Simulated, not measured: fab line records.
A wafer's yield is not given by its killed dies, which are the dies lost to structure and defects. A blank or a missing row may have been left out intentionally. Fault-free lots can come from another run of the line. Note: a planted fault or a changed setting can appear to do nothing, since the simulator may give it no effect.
Which of the tools did it? :: flow nand harc :: Sampling: 12 lots, 36 wafers, 5 of 1159 route steps

WHAT EACH GAUGE READ, for each wafer
NHARC_P_M1_CD_MEAS_09 targets a cd of 130 nm. Usual: 130.1 nm for cd nm, sd 0.54.
lot: L179
measured: day 6 11:16
on: cd sem-03
cd nm (nm): 129.8 130.2 130.0
flag: 

lot: L178
measured: day 6 16:01
on: cd sem-01
cd nm (nm): 130.1 130.1 130.0
flag: 

lot: L180
measured: day 6 16:17
on: cd sem-03
cd nm (nm): 130.7 130.4 130.4
flag: 

lot: L182
measured: day 6 22:07
on: cd sem-02
cd nm (nm): 129.2 128.9 129.6
flag: 

lot: L183
measured: day 6 22:34
on: cd sem-01
cd nm (nm): 130.3 130.8 131.0
flag: 

lot: L184
measured: day 7 11:32
on: cd sem-01
cd nm (nm): 129.9 130.1 129.9
flag: 

lot: L187
measured: day 8 14:29
on: cd sem-03
cd nm (nm): 129.5 129.9 129.7
flag: 

lot: L188
measured: day 8 14:53
on: cd sem-02
cd nm (nm): 130.6 130.3 129.9
flag: 

lot: L192
measured: day 9 07:21
on: cd sem-03
cd nm (nm): 130.2 129.3 129.2
flag: 

lot: L190
measured: day 9 10:50
on: cd sem-02
cd nm (nm): 130.7 131.1 130.6
flag: 

lot: L193
measured: day 9 19:26
on: cd sem-03
cd nm (nm): 130.5 129.9 130.3
flag: 

lot: L201
measured: day 11 12:16
on: cd sem-02
cd nm (nm): 129.5 129.6 129.1
flag: 

NHARC_P_M1_CD_MEAS_16. Usual: 130.1 nm for cd nm, sd 0.7.
lot: L179
measured: day 6 11:46
on: cd sem-01
cd nm (nm): 129.6 130.1 129.9
flag: 

lot: L178
measured: day 6 16:31
on: cd sem-03
cd nm (nm): 130.0 130.3 130.0
flag: 

lot: L180
measured: day 6 16:46
on: cd sem-01
cd nm (nm): 130.7 130.0 130.0
flag: 

lot: L182
measured: day 6 22:36
on: cd sem-02
cd nm (nm): 128.1 128.3 129.6
flag: 

lot: L183
measured: day 6 23:04
on: cd sem-02
cd nm (nm): 130.3 130.5 130.2
flag: 

lot: L184
measured: day 7 12:02
on: cd sem-01
cd nm (nm): 129.7 129.5 129.7
flag: 

lot: L187
measured: day 8 14:59
on: cd sem-03
cd nm (nm): 128.9 129.7 128.9
flag: 

lot: L188
measured: day 8 15:22
on: cd sem-02
cd nm (nm): 130.9 130.5 130.5
flag: 

lot: L192
measured: day 9 07:51
on: cd sem-03
cd nm (nm): 129.3 129.6 129.9
flag: 

lot: L190
measured: day 9 11:19
on: cd sem-01
cd nm (nm): 130.8 131.0 130.5
flag: 

lot: L193
measured: day 9 19:56
on: cd sem-01
cd nm (nm): 131.5 130.1 130.3
flag: 

lot: L201
measured: day 11 12:46
on: cd sem-03
cd nm (nm): 128.9 129.9 128.6
flag: 

NHARC_END_SORT_01. Usual: defect limited yield 95.3 %, standard deviation 1.6; killed at array 28, standard deviation 10; killed at other 0.6, standard deviation 0.85; killed at periphery 3.3, standard deviation 2.3; killed dies 32, standard deviation 11; killed open 3.3, standard deviation 1.5; killed short 2.1, standard deviation 1.4; sort_bin_2_pct 1.5 %, standard deviation 0.63; sort_bin_3_pct 0.25 %, standard deviation 0.21; sort_bin_4_pct 3.0 %, standard deviation 1.1; sort n pass 645, standard deviation 11; sort rim yield pct 97.6 %, standard deviation 1.6; sort yield pct 95.3 %, standard deviation 1.6.
lot: L183
measured: day 20 19:58
on: prober-01
defect limited yield (%): 95.6 95.9 96.5
killed at array: 26 23 21
killed at other: 0 0 0
killed at periphery: 4 5 3
killed dies: 30 28 24
killed open: 1 1 3
killed short: 5 2 2
sort_bin_2_pct (%): 1.2 0.4 1.9
sort_bin_3_pct (%): 0.15 0.44 0
sort_bin_4_pct (%): 3.1 3.2 1.6
sort n pass: 647 649 653
sort rim yield pct (%): 98.1 98.1 99.1
sort yield pct (%): 95.6 95.9 96.5
flag: 

lot: L192
measured: day 22 09:23
on: prober-02
defect limited yield (%): 97.5 96.8 97.3
killed at array: 14 18 18
killed at other: 1 0 0
killed at periphery: 2 4 0
killed dies: 17 22 18
killed open: 3 2 3
killed short: 2 2 2
sort_bin_2_pct (%): 0.9 0.9 1.2
sort_bin_3_pct (%): 0.30 0.15 0.15
sort_bin_4_pct (%): 1.3 2.2 1.3
sort n pass: 660 655 659
sort rim yield pct (%): 99.1 95.3 99.1
sort yield pct (%): 97.5 96.8 97.3
flag: 

lot: L190
measured: day 22 03:00
on: prober-01
defect limited yield (%): 93.5 92.9 94.1
killed at array: 41 42 35
killed at other: 0 1 2
killed at periphery: 3 5 3
killed dies: 44 48 40
killed open: 4 5 3
killed short: 1 1 1
sort_bin_2_pct (%): 1.8 2.1 1.5
sort_bin_3_pct (%): 0.30 0.44 1.18
sort_bin_4_pct (%): 4.4 4.6 3.2
sort n pass: 633 629 637
sort rim yield pct (%): 96.2 99.1 98.1
sort yield pct (%): 93.5 92.9 94.1
flag: 

lot: L193
measured: day 23 08:03
on: prober-02
defect limited yield (%): 93.9 95.3 95.6
killed at array: 36 30 28
killed at other: 1 0 0
killed at periphery: 4 2 2
killed dies: 41 32 30
killed open: 4 2 6
killed short: 0 1 1
sort_bin_2_pct (%): 2.1 1.2 2.1
sort_bin_3_pct (%): 0.59 0.15 0.15
sort_bin_4_pct (%): 3.4 3.4 2.2
sort n pass: 636 645 647
sort rim yield pct (%): 97.2 97.2 98.1
sort yield pct (%): 93.9 95.3 95.6
flag: 

EACH LOT AND THE TOOL THAT RAN IT (in order: tool; ch and the chambers of the sampled wafers; start)
lot: L179
NHARC_P_M1_ETCH_28: rie diel-11 ch 1,2,3, day 6 14:42 or earlier
NHARC_P_M2_DEP_00: pecvd-04 ch 0,1, day 6 14:42

lot: L178
NHARC_P_M1_ETCH_28: rie diel-03 ch 0,1,3, day 6 20:13 or earlier
NHARC_P_M2_DEP_00: pecvd-02 ch 1,2, day 6 20:13

lot: L180
NHARC_P_M1_ETCH_28: rie diel-11 ch 2,3, day 6 20:21 or earlier
NHARC_P_M2_DEP_00: pecvd-03 ch 0,2, day 6 20:21

lot: L182
NHARC_P_M1_ETCH_28: rie diel-05 ch 0,1,3, day 7 01:43 or earlier
NHARC_P_M2_DEP_00: pecvd-02 ch 0,1, day 7 01:43

lot: L183
NHARC_P_M1_ETCH_28: rie diel-11 ch 2,3, day 7 02:11 or earlier
NHARC_P_M2_DEP_00: pecvd-02 ch 0,1,2, day 7 02:11

lot: L184
NHARC_P_M1_ETCH_28: rie diel-03 ch 1,2, day 7 14:56 or earlier
NHARC_P_M2_DEP_00: pecvd-04 ch 0,2, day 7 14:56

lot: L187
NHARC_P_M1_ETCH_28: rie diel-11 ch 1,2,3, day 8 17:55 or earlier
NHARC_P_M2_DEP_00: pecvd-02 ch 0,1,2, day 8 17:55

lot: L188
NHARC_P_M1_ETCH_28: rie diel-03 ch 0,2,3, day 8 18:39 or earlier
NHARC_P_M2_DEP_00: pecvd-03 ch 0,1,2, day 8 18:39

lot: L192
NHARC_P_M1_ETCH_28: rie diel-03 ch 0,2,3, day 9 10:49 or earlier
NHARC_P_M2_DEP_00: pecvd-02 ch 0,1,2, day 9 10:49

lot: L190
NHARC_P_M1_ETCH_28: rie diel-05 ch 0,2, day 9 14:31 or earlier
NHARC_P_M2_DEP_00: pecvd-02 ch 0,1,2, day 9 14:31

lot: L193
NHARC_P_M1_ETCH_28: rie diel-11 ch 1,3, day 9 22:47 or earlier
NHARC_P_M2_DEP_00: pecvd-03 ch 0,1,2, day 9 22:47

lot: L201
NHARC_P_M1_ETCH_28: rie diel-11 ch 1,2,3, day 11 15:40 or earlier
NHARC_P_M2_DEP_00: pecvd-04 ch 0,2, day 11 15:40
- NHARC_P_M1_ETCH_28: etches the open film in CF4/N2, target depth 30 nm, time 72.99 s.
- NHARC_P_M2_DEP_00: deposits SiOC, target thk 182.5 nm.

AS READ BY THE TOOLS THEMSELVES (means over the sampled wafers that have a number; for cases with no such wafer, the mark the record gives instead)
NHARC_P_M1_ETCH_28. Usual: drypump motor current A 5.7 A, standard deviation 0.3; oes product au 0.998 a.u., standard deviation 0.0079; rf vpp V 314.4 V, standard deviation 2.2; showerhead plenum p Torr 2.64 Torr, standard deviation 0.11; throttle valve pct 19.794 %, standard deviation 0.0098.
lot: L179
tool: rie diel-11
drypump motor current A (A): 5.7
oes product au (a.u.): 0.999
rf vpp V (V): 315.6
showerhead plenum p Torr (Torr): 2.68
throttle valve pct (%): 19.793
flag: 

lot: L178
tool: rie diel-03
drypump motor current A (A): 5.7
oes product au (a.u.): 0.991
rf vpp V (V): 313.3
showerhead plenum p Torr (Torr): 2.54
throttle valve pct (%): 19.796
flag: 

lot: L180
tool: rie diel-11
drypump motor current A (A): 5.7
oes product au (a.u.): 0.994
rf vpp V (V): 314.3
showerhead plenum p Torr (Torr): 2.68
throttle valve pct (%): 19.783
flag: 

lot: L182
tool: rie diel-05
drypump motor current A (A): 6.0
oes product au (a.u.): 1.005
rf vpp V (V): 315.5
showerhead plenum p Torr (Torr): 2.66
throttle valve pct (%): 19.794
flag: 

lot: L183
tool: rie diel-11
drypump motor current A (A): 5.7
oes product au (a.u.): 0.996
rf vpp V (V): 316.2
showerhead plenum p Torr (Torr): 2.68
throttle valve pct (%): 19.798
flag: 

lot: L184
tool: rie diel-03
drypump motor current A (A): 5.9
oes product au (a.u.): 0.999
rf vpp V (V): 315.1
showerhead plenum p Torr (Torr): 2.65
throttle valve pct (%): 19.790
flag: 

lot: L187
tool: rie diel-11
drypump motor current A (A): 5.7
oes product au (a.u.): 0.996
rf vpp V (V): 315.6
showerhead plenum p Torr (Torr): 2.68
throttle valve pct (%): 19.798
flag: 

lot: L188
tool: rie diel-03
drypump motor current A (A): 5.5
oes product au (a.u.): 0.993
rf vpp V (V): 314.3
showerhead plenum p Torr (Torr): 2.63
throttle valve pct (%): 19.787
flag: 

lot: L192
tool: rie diel-03
drypump motor current A (A): 5.5
oes product au (a.u.): 0.995
rf vpp V (V): 314.7
showerhead plenum p Torr (Torr): 2.63
throttle valve pct (%): 19.792
flag: 

lot: L190
tool: rie diel-05
drypump motor current A (A): 5.5
oes product au (a.u.): 1.006
rf vpp V (V): 314.6
showerhead plenum p Torr (Torr): 2.65
throttle valve pct (%): 19.799
flag: 

lot: L193
tool: rie diel-11
drypump motor current A (A): 5.8
oes product au (a.u.): 0.996
rf vpp V (V): 315.1
showerhead plenum p Torr (Torr): 2.72
throttle valve pct (%): 19.793
flag: 

lot: L201
tool: rie diel-11
drypump motor current A (A): 5.7
oes product au (a.u.): 0.988
rf vpp V (V): 315.5
showerhead plenum p Torr (Torr): 2.68
throttle valve pct (%): 19.803
flag: 

THE ANSWER, worked out from the rows above alone
Rule: lot off if the mean of its wafers having a number is beyond 3 standard deviations from the usual mean. A lot without any number at a reading at which 4 lots or more have one is off too. Any other lot the step has rows for is counted as sound. After the gauges, taken in route order, come the tools' own readings; for these a lot's mean is taken, as printed above. The first step at which some lot is off is used, and at that step the reading that is off furthest; a lot without a number counts as furthest.
Across all readings shown, no lot is off: no conclusion can be drawn from this.

WHAT WAS PUT IN BY THE SIMULATOR
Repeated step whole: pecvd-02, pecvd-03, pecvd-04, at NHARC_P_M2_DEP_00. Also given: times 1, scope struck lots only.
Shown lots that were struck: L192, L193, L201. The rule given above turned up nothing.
